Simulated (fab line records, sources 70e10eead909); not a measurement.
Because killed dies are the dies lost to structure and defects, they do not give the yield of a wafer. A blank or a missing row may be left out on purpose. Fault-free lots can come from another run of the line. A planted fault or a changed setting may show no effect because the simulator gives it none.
fab line records ; flow nandHarc ; part 2 of 2: steps 5 to 6 of 6
record lots=23; wafers=69; lastDay=34
route steps=1302 shown A_CONTACT@1051
lots that met no fault: from a run of the same line without faults
startH: start of the lot's first displayed wafer, in hours after the record's first day ; waitH: hours from the lot's prior step to this one ; " identical to the entry in the row above ; L1.1+2: a single row standing in for several wafers ; - either no value or no given start ; * or withheld: withheld ; < > ~ a bound
route shown NAME@n: NAME is a module with steps in the file, n the number in the route of the first one ; usual: mean/standard deviation of fault-free wafers ; same: alike in all rows ; chamber/n: place in a boat ; sites: per-site readings ; _std_site: the values' standard deviation ; _edge_site: mean of outer sites minus mean of inner sites ; radiusMm: how far each site lies from the wafer's centre ; mask NAME#n: copy n ; behind: tool/chamber where the wafer was last shaped ; hold: what put the lot on hold/how long, in hours/how the hold closed ; device: transistor that didn't switch, given as n, p or np ; end of line: tests run on the same wafers once the route is complete ; a step given without rows: its recipe and nothing more ; killed: dies that structure and defects cost at the first sort, which is not the same as the wafer's yield ; map: shows each die of a wafer: x if killed, . if not, _ if none is there
set.NAME: setting as actually run; set.NAME@STEP: the setting as run at that earlier step ; model.NAME: the simulator's own value behind a step, which no gauge read
route steps across a sampled set of lots; one table per step, one row per wafer
services: a tool's chamber out of use, with start hour (startH, from the record's first day; less than 0 if before it), hours out, and reason
## steps
# step NHARC_A_CONTACT_ETCH_110
# recipe targetDepthA=600; overetchA=60; timeS=33; ionEnergyEv=100; cf4FlowSccm=80; o2FlowSccm=20; arFlowSccm=0; rfW=300; biasW=100; chemistry=CF4/O2
# usual drypumpMotorCurrentA=6.12/0.26; o2FlowSccm=20.01/0.065; oesProductAu=1.002/0.0082; rfVppV=197.9/1.9; showerheadPlenumPTorr=1.35/0.082; throttleValvePct=13.398/0.0086
lot.wafer;tool;chamber;startH;waitH;drypumpMotorCurrentA;o2FlowSccm;oesProductAu;rfHoursCounterH;rfVppV;showerheadPlenumPTorr;throttleValvePct
L076.3;rieDiel-02;3;513.07;0.1;5.62;20.03;1.009;8;195.4;1.24;13.390
L076.2;rieDiel-02;0;513.07;0.1;6.21;20.04;1.007;21;198.4;1.44;13.393
L076.6;rieDiel-02;3;513.07;0.1;5.62;20.01;1.008;-;196.4;1.24;13.404
L074.3;rieDiel-02;1;526.15;0.1;6.05;19.93;0.997;24;200.4;1.43;13.393
L074.2;rieDiel-02;2;526.15;0.1;6.39;20.09;1.006;23;198.9;1.39;13.400
L074.4;rieDiel-02;1;526.15;0.1;6.02;19.98;0.997;-;200.6;1.43;13.393
L077.3;rieDiel-13;3;555.37;0.1;6.04;20.05;0.996;7;196.2;1.25;13.403
L077.2;rieDiel-13;1;555.37;0.1;6.41;20.03;0.992;6;200.0;1.38;13.401
L077.6;rieDiel-13;3;555.37;0.1;6.03;20.10;0.987;-;196.5;1.25;13.389
L078.1;rieDiel-13;0;556.76;0.1;6.46;20.10;1.009;7;195.2;1.26;13.405
L078.4;rieDiel-13;1;556.76;0.1;6.39;20.08;0.995;6;198.3;1.38;13.390
L078.5;rieDiel-13;3;556.76;0.1;6.04;20.02;0.993;-;194.1;1.25;13.391
L080.4;rieDiel-13;3;558.61;0.0;6.12;20.04;1.006;8;195.4;1.25;13.405
L080.3;rieDiel-13;1;558.61;0.0;6.42;19.91;1.001;7;198.6;1.38;13.399
L080.5;rieDiel-13;3;558.61;0.0;6.08;20.00;1.001;-;195.5;1.25;13.393
L079.4;rieDiel-07;1;574.23;0.1;5.72;20.03;0.991;35;197.5;1.25;13.391
L079.1;rieDiel-07;2;574.23;0.1;5.95;19.96;1.003;6;195.7;1.31;13.392
L079.6;rieDiel-07;0;574.23;0.1;6.05;19.89;0.994;-;200.0;1.44;13.403
L081.3;rieDiel-13;1;587.67;0.1;6.43;20.05;1.016;17;198.2;1.38;13.400
L081.2;rieDiel-13;3;587.67;0.1;6.08;20.25;1.003;17;195.2;1.25;13.385
L081.6;rieDiel-13;0;587.67;0.1;6.44;20.02;1.013;-;195.7;1.26;13.389
L082.1;rieDiel-02;1;606.80;0.1;6.00;20.02;1.000;6;199.9;1.43;13.392
L082.6;rieDiel-02;3;606.80;0.1;5.59;19.99;1.014;-;195.4;1.24;13.403
L082.5;rieDiel-02;0;606.80;0.1;6.21;19.94;1.011;-;199.9;1.44;13.398
L083.4;rieDiel-02;0;607.39;0.1;6.22;19.98;1.006;7;199.6;1.44;13.400
L083.3;rieDiel-02;3;607.39;0.1;5.59;20.04;1.014;6;195.3;1.24;13.402
L083.6;rieDiel-02;1;607.39;0.1;5.99;19.99;0.998;-;200.8;1.43;13.392
L084.3;rieDiel-02;3;610.00;0.1;5.60;20.03;1.006;8;195.3;1.24;13.403
L084.4;rieDiel-02;1;610.00;0.1;6.00;20.07;1.011;7;198.6;1.43;13.408
L084.6;rieDiel-02;2;610.00;0.1;6.36;20.02;1.004;-;198.6;1.39;13.401
L085.3;rieDiel-07;1;625.08;0.1;5.71;20.01;0.996;51;196.8;1.24;13.393
L085.5;rieDiel-07;1;625.08;0.1;5.72;20.04;1.003;-;194.1;1.24;13.422
L085.6;rieDiel-07;2;625.08;0.1;5.90;20.02;0.998;-;197.5;1.31;13.396
L086.2;rieDiel-07;0;645.14;0.1;6.05;20.04;1.007;62;199.8;1.43;13.393
L086.4;rieDiel-07;2;645.14;0.1;5.87;20.00;0.990;30;197.5;1.30;13.392
L086.6;rieDiel-07;0;645.14;0.1;6.04;20.04;0.999;-;199.0;1.43;13.377
L088.3;rieDiel-02;3;646.57;0.1;5.58;19.99;1.012;14;195.8;1.24;13.405
L088.2;rieDiel-02;2;646.57;0.1;6.40;19.94;1.005;14;198.1;1.38;13.405
L088.5;rieDiel-02;0;646.57;0.1;6.20;20.01;0.994;-;200.1;1.44;13.399
L087.2;rieDiel-07;1;647.23;0.1;5.73;20.02;0.990;58;195.8;1.24;13.389
L087.6;rieDiel-07;0;647.23;0.1;6.07;20.02;0.998;-;199.3;1.43;13.376
L087.5;rieDiel-07;1;647.23;0.1;5.74;20.06;0.989;-;196.0;1.24;13.415
L089.3;rieDiel-13;3;648.25;0.1;6.07;20.02;0.989;39;196.3;1.25;13.395
L089.2;rieDiel-13;0;648.25;0.1;6.43;19.97;1.005;39;197.4;1.25;13.403
L089.4;rieDiel-13;1;648.25;0.1;6.38;19.85;0.998;39;198.6;1.37;13.398
L091.4;rieDiel-13;3;661.76;0.0;6.06;19.95;0.995;43;195.1;1.25;13.408
L091.2;rieDiel-13;2;661.76;0.0;6.23;19.99;0.999;42;200.3;1.42;13.395
L091.5;rieDiel-13;0;661.76;0.0;6.42;20.02;1.000;-;196.0;1.25;13.412
L090.3;rieDiel-02;2;666.56;0.1;6.37;20.04;1.009;17;200.1;1.38;13.400
L090.1;rieDiel-02;0;666.56;0.1;6.19;20.10;1.008;18;198.0;1.43;13.401
L090.2;rieDiel-02;1;666.56;0.1;6.03;19.77;0.996;17;200.7;1.43;13.394
L092.4;rieDiel-02;1;692.79;0.1;6.05;19.94;1.000;21;199.3;1.43;13.398
L092.2;rieDiel-02;2;692.79;0.1;6.38;20.10;1.015;21;199.9;1.38;13.405
L092.5;rieDiel-02;3;692.79;0.1;5.61;19.97;1.029;-;196.8;1.23;13.397
L093.1;rieDiel-13;1;693.37;0.1;6.43;20.09;1.007;53;199.1;1.37;13.389
L093.2;rieDiel-13;2;693.37;0.1;6.26;19.91;1.010;52;198.8;1.42;13.407
L093.4;rieDiel-13;3;693.37;0.1;6.06;19.95;1.008;54;195.0;1.24;13.389
L094.4;rieDiel-07;3;717.84;0.1;6.15;19.99;1.001;22;199.0;1.39;13.410
L094.1;rieDiel-07;0;717.84;0.1;6.08;20.01;1.005;20;199.9;1.43;13.389
L094.2;rieDiel-07;1;717.84;0.1;5.73;19.96;1.006;20;195.4;1.24;13.393
L095.4;rieDiel-02;0;721.48;0.1;6.15;19.99;1.012;27;199.0;1.43;13.414
L095.2;rieDiel-02;1;721.48;0.1;6.01;20.08;0.997;26;199.1;1.43;13.390
L095.5;rieDiel-02;0;721.48;0.1;6.18;20.04;1.009;-;200.3;1.43;13.400
L096.4;rieDiel-02;2;722.27;0.1;6.37;19.96;1.001;26;197.7;1.38;13.395
L096.2;rieDiel-02;3;722.27;0.1;5.58;20.04;1.002;26;194.6;1.23;13.398
L096.6;rieDiel-02;1;722.27;0.1;6.01;20.02;0.996;-;200.0;1.43;13.399
L097.2;rieDiel-13;0;751.23;0.1;6.44;19.87;1.010;13;196.5;1.25;13.405
L097.4;rieDiel-13;3;751.23;0.1;6.05;20.00;1.008;14;194.7;1.24;13.394
L097.6;rieDiel-13;1;751.23;0.1;6.40;19.91;1.008;-;199.1;1.37;13.394
# step NHARC_A_CONTACT_CMP_20
# recipe tOverpolishS=30; targetThkNm=300
# usual motorCurrentA=11.2/1.3; overpolishRunS=29.999/0.0088; timeToEndpointS=60/3
lot.wafer;tool;chamber;startH;waitH;motorCurrentA;overpolishRunS;timeToEndpointS
L076.2;cmp-03;1;514.82;0.8;13.0;30.007;59
L076.3;cmp-03;3;514.82;0.8;10.5;29.989;55
L076.6;cmp-03;2;514.82;0.8;9.8;29.999;57
L074.4;cmp-04;2;527.99;0.5;11.8;29.994;61
L074.3;cmp-04;3;527.99;0.5;11.5;29.992;60
L074.2;cmp-04;1;527.99;0.5;9.5;29.995;58
L077.2;cmp-02;3;557.14;0.8;13.3;30.002;58
L077.3;cmp-02;2;557.14;0.8;10.8;30.018;59
L077.6;cmp-02;3;557.14;0.8;13.5;30.001;58
L078.1;cmp-04;2;558.50;0.8;10.8;30.001;65
L078.4;cmp-04;1;558.50;0.8;10.0;29.988;67
L078.5;cmp-04;2;558.50;0.8;11.7;29.995;64
L080.3;cmp-04;3;560.39;0.4;11.4;29.997;62
L080.4;cmp-04;0;560.39;0.4;10.4;29.999;64
L080.5;cmp-04;1;560.39;0.4;9.7;30.005;66
L079.1;cmp-02;0;576.08;0.8;12.2;30.002;62
L079.4;cmp-02;1;576.08;0.8;9.4;29.993;62
L079.6;cmp-02;0;576.08;0.8;12.5;29.992;59
L081.2;cmp-03;3;589.57;0.8;10.2;30.005;60
L081.3;cmp-03;1;589.57;0.8;12.8;30.014;66
L081.6;cmp-03;3;589.57;0.8;9.6;30.005;64
L082.1;cmp-02;3;608.57;0.7;13.7;29.993;61
L082.5;cmp-02;2;608.57;0.7;10.5;29.999;64
L082.6;cmp-02;3;608.57;0.7;13.1;29.989;62
L083.4;cmp-04;0;609.16;0.4;10.5;29.998;56
L083.3;cmp-04;1;609.16;0.4;9.2;29.983;60
L083.6;cmp-04;0;609.16;0.4;9.8;29.984;60
L084.4;cmp-02;2;611.79;0.6;11.0;30.008;56
L084.3;cmp-02;3;611.79;0.6;13.4;30.013;60
L084.6;cmp-02;1;611.79;0.6;9.7;29.991;54
L085.3;cmp-04;1;626.88;0.6;9.9;30.004;56
L085.5;cmp-04;2;626.88;0.6;11.2;30.001;53
L085.6;cmp-04;3;626.88;0.6;11.6;30.001;55
L086.2;cmp-04;3;646.91;0.7;10.9;30.015;55
L086.4;cmp-04;0;646.91;0.7;10.1;30.005;58
L086.6;cmp-04;1;646.91;0.7;9.7;29.990;59
L088.3;cmp-02;3;648.29;0.5;13.3;30.009;61
L088.2;cmp-02;1;648.29;0.5;9.1;30.004;58
L088.5;cmp-02;3;648.29;0.5;12.9;29.988;57
L087.2;cmp-02;0;649.04;0.7;11.8;29.989;61
L087.6;cmp-02;1;649.04;0.7;9.6;30.003;59
L087.5;cmp-02;2;649.04;0.7;11.0;30.004;62
L089.3;cmp-03;0;650.02;0.4;10.8;29.991;61
L089.2;cmp-03;1;650.02;0.4;13.8;30.006;60
L089.4;cmp-03;2;650.02;0.4;10.0;29.995;58
L091.2;cmp-03;2;663.54;0.6;10.2;30.020;60
L091.4;cmp-03;3;663.54;0.6;10.3;29.987;58
L091.5;cmp-03;3;663.54;0.6;10.8;30.010;57
L090.2;cmp-02;3;668.35;0.7;13.4;30.005;62
L090.1;cmp-02;0;668.35;0.7;12.4;30.000;62
L090.3;cmp-02;1;668.35;0.7;9.0;29.992;61
L092.2;cmp-04;0;694.52;0.6;9.5;30.006;62
L092.4;cmp-04;2;694.52;0.6;10.9;30.000;64
L092.5;cmp-04;1;694.52;0.6;9.6;30.003;63
L093.2;cmp-04;2;695.13;0.8;11.3;29.995;65
L093.1;cmp-04;3;695.13;0.8;11.2;30.001;63
L093.4;cmp-04;0;695.13;0.8;10.0;29.984;62
L094.4;cmp-03;1;719.57;0.4;13.3;29.997;59
L094.1;cmp-03;3;719.57;0.4;10.2;29.995;57
L094.2;cmp-03;0;719.57;0.4;10.4;29.998;58
L095.2;cmp-04;3;723.23;0.8;11.5;30.001;62
L095.4;cmp-04;1;723.23;0.8;9.4;30.006;64
L095.5;cmp-04;2;723.23;0.8;11.1;29.994;64
L096.2;cmp-03;1;724.02;0.8;12.9;29.992;55
L096.4;cmp-03;0;724.02;0.8;11.1;29.987;54
L096.6;cmp-03;2;724.02;0.8;10.4;29.990;57
L097.4;cmp-02;1;752.98;0.4;9.0;30.011;57
L097.2;cmp-02;3;752.98;0.4;13.6;30.007;57
L097.6;cmp-02;0;752.98;0.4;12.0;30.015;61
## services
tool;chamber;startH;hours;kind
rieDiel-07;1;497.00;2.0;repair
cmp-04;-;503.33;4.0;pm
rieDiel-07;2;505.24;65.9;repair
rieDiel-02;3;520.28;9.4;repair
rieDiel-13;-;521.21;9.0;pm
cmp-02;-;526.50;4.0;pm
rieDiel-02;-;570.70;9.0;pm
cmp-04;-;596.94;1.1;repair
rieDiel-13;-;597.85;0.8;repair
cmp-02;-;599.11;1.4;repair
cmp-04;-;601.33;4.0;pm
cmp-04;-;616.70;0.9;repair
rieDiel-07;0;619.56;4.4;repair
cmp-04;-;631.40;0.9;repair
rieDiel-02;3;633.45;5.0;repair
cmp-04;-;642.85;0.4;repair
rieDiel-07;-;648.39;9.0;pm
rieDiel-02;-;668.68;1.2;repair
rieDiel-07;-;674.05;0.3;repair
cmp-04;-;683.49;2.2;repair
rieDiel-07;0;691.05;7.6;repair
rieDiel-13;-;698.21;9.0;pm
cmp-04;-;699.33;4.0;pm
rieDiel-02;-;747.70;9.0;pm
